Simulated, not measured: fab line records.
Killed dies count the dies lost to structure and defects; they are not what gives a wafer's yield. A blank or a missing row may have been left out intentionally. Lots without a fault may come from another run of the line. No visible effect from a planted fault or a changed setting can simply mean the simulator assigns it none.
Code-filled problem report in 8D (eight disciplines) form	flow nand harc	the parts of the form that need people (team, actions taken, sign-off) are left out

== 1. THE PROBLEM ==
Wafers without a fault read 170.2 nm, standard deviation 0.58; cd nm at NHARC_P_M2_CD_MEAS_09 reads a mean of 163.0 nm on 2 wafers belonging to 2 lots. That puts it -12 standard deviations away from the usual mean.
The step: target cd 170 nm.
First seen on wafer L457.1, day 9 18:12, on cd sem-02. At this step, 33 wafers from 11 lots have a number in the record. By rule, "out" or "out of limits" means more than 4 standard deviations away from the usual mean. The other wafers with a number count as sound.

== 2. WHAT IT IS AND WHAT IT IS NOT ==
question	is	is not
which readings at this step	cd nm	-
which lots	L457, L458	L443, L445, L446, L447, L448, L454, L462, L464, L466
which wafers of those lots	L457.1, L458.5	L457.2, L457.4, L458.2, L458.4
read on which gauges	cd sem-02, cd sem-03	cd sem-01
when	from day 9 18:12	up to then (20 sound wafers); but 11 sound wafers of L458, L462, L464, L466 came after

== 3. SUSPECTS, AND WHAT RULES EACH OUT ==
Counting: any tool at a process step up to the reading remains a suspect provided it ran every lot that is out. Sound lots after the first of them don't rule it out here, since some wafers of a struck lot are sound.
- the gauge at NHARC_P_M2_CD_MEAS_09: ruled out. The wafers that are out were read on 2 gauges (cd sem-02, cd sem-03).
- cmp-01 at NHARC_P_M1_CMP_23 (polishes, t overpolish 20 s, target thk 157.82 nm): kept. Ran every lot that is out, first one L457 (day 9 16:22); last sound lot up to then L454 (day 9 12:41).
- litho track-04 at NHARC_P_M2_PEB_07 (peb time 65 s): kept. Ran every lot that is out, first one L457 (day 9 18:07); last sound lot up to then L447 (day 7 13:28). On those wafers its own readings are out: heater power total W.
Remaining after the count are cmp-01 at NHARC_P_M1_CMP_23 and litho track-04 at NHARC_P_M2_PEB_07.

== 4. THE CAUSE (what the simulator had put in) ==
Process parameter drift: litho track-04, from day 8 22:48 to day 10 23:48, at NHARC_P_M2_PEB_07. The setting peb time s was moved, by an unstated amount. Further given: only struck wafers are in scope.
This tool is one of the 2 suspects left after counting.

== 5. SEQUENCE OF EFFECTS, ordered by route ==
One row per reading whose mean, taken over the struck wafers that have a number, lies over 3 standard deviations from the usual. Readings are gone through only where the record gives a usual standard deviation; hours: the median, over the lots, of the time from a lot's start at the first step in this table giving one to that lot's start at this step; sigmas: the change measured in usual standard deviations.
hours	step	reading	usual	on struck wafers	change	sigmas
0	NHARC_P_M2_PEB_07	heater power total W	156.6 W	175.4	+18.8	+46
0	NHARC_P_M2_CD_MEAS_09	cd nm	170.2 nm	163.0	-7.2	-12
The process steps in it:
- NHARC_P_M2_PEB_07: peb time 65 s.
At these later measuring or inspecting steps, every struck wafer for which the step has a row has a number for every such reading, and none has moved that far: NHARC_END_SORT_01.

== 6. HOW IT WOULD HAVE BEEN CAUGHT EARLIER ==
Counted from the fault's start at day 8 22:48, it took 19 hours until the first out-of-limits reading at a measuring or inspecting step in this record, taken at day 9 18:12.
At NHARC_P_M2_PEB_07, the tool's own readings (heater power total W) were out on each struck wafer the step has a row for, so an alarm limit on them would have fired on the first such wafer.
L458, from the lots that are out (2), started NHARC_P_M2_PEB_07 on litho track-04 later than day 9 18:12. Putting the tool on hold at that point would have spared it.
